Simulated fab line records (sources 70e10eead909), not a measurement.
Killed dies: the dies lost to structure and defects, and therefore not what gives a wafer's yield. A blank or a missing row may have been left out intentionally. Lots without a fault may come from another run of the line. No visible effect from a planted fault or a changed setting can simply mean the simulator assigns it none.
A lot that was struck, set against a sound lot    flow nandHarc    14 steps out of a route of 1302
Sound: the wafers L214.3, L214.4, L214.6. Wafers struck: L212.3, L212.5, L212.6. Last of all comes the cause.
Each step with rows lists, per side, the tool, then ch with its chambers, then its first start. Under that, the readings that differ: sound wafers    struck wafers    difference of the means    sigmas: that difference in standard deviations of wafers without a fault.
alike: readings with means less than 2 such deviations apart, plus words and numbers identical on both sides. not compared: withheld readings, readings lacking a value on some wafer, bounds such as >300 that could conceal the same value, and numbers that have no deviation in the record and whose values overlap.
The two part at a step that has a row with sigmas, a row that says differs or no value, or rows on one side only. Numbers that don't overlap but have no deviation are shown without sigmas and don't part them. Lack of a reading on every wafer of one side parts them only where that side has two or more wafers.

first, 1 step without rows for these wafers: NHARC_A_SGD_CUT_ETCH_26 (etches SiO2 in dHF, target depth 45.8 nm).
NHARC_A_SGD_CUT_ETCHBACK_24: etches the open film in CH3F/O2, target depth 50 nm, time 92.857 s.
  sound on rieDiel-07 ch 0,2,3, day 24 02:49; struck on rieDiel-09 ch 0,1, day 23 18:46
  alike: drypumpMotorCurrentA, oesProductAu, rfVppV, showerheadPlenumPTorr, throttleValvePct
  not compared: rfHoursCounterH
NHARC_A_SGD_CUT_STRIP_28: strips in O2, time 20 s.
  sound: rieDiel-07 ch 2,3; struck: rieDiel-09 ch 0,2,3
reading                   sound                 struck                difference  sigmas
drypumpMotorCurrentA (A)  5.1 5.1 5.1           6.2 6.1 6.1           +1.0        +2
throttleValvePct (%)      17.049 17.032 17.053  17.031 17.019 17.025  -0.020      -2
  alike: oesProductAu, rfVppV, showerheadPlenumPTorr
  not compared: rfHoursCounterH
NHARC_A_SGD_CUT_INSPECT_25:
  struck on defectInspect-02, day 23 19:00; sound on defectInspect-02, day 24 03:02
  alike: rawDefectCount
NHARC_A_SLIT_DEP_25: deposits SiO2, target thk 200 nm.
  sound on pecvd-02 ch 1,2, day 24 03:08; struck on pecvd-03 ch 0,2, day 23 19:08
  alike: heaterPowerW, throttleValvePct
NHARC_A_SLIT_DEP_00: deposits aC, target thk 6200 nm.
  sound on aclDep-03 ch 0, day 24 08:05; struck on aclDep-01 ch 0, day 23 20:38
  alike: throttleValvePct
NHARC_A_SLIT_DEP_23: deposits SiON, target thk 100 nm.
  sound on pecvd-02 ch 0,1,2, day 24 10:38; struck on pecvd-02 ch 0,1,2, day 23 23:15
  alike: heaterPowerW
then, 5 steps without rows for these wafers: NHARC_A_SLIT_DEHYDRATE_01 (time 120 s); NHARC_A_SLIT_HMDS_02 (time 30 s); NHARC_A_SLIT_COAT_03 (resist thk 90 nm); NHARC_A_SLIT_SOFTBAKE_04 (time 55 s); NHARC_A_SLIT_EBR_05.
NHARC_A_SLIT_EXPOSE_06: exposes mask SLIT.
  struck on arfiScanner-02, day 23 23:52; sound on arfiScanner-01 ch 0, day 24 11:11
  no value came back on the struck wafers for exposureDoseMJCm2, focusOffsetNm (nm); on the sound wafers exposureDoseMJCm2 reads 60.50 60.48 60.45
  alike: mask
then, 1 step without rows for these wafers: NHARC_A_SLIT_PEB_07 (peb time 65 s).

== WHERE THEY PART ==
At NHARC_A_SGD_CUT_STRIP_28 first; at NHARC_A_SLIT_EXPOSE_06 last (within this record only).

WHY: whatever the simulator had introduced
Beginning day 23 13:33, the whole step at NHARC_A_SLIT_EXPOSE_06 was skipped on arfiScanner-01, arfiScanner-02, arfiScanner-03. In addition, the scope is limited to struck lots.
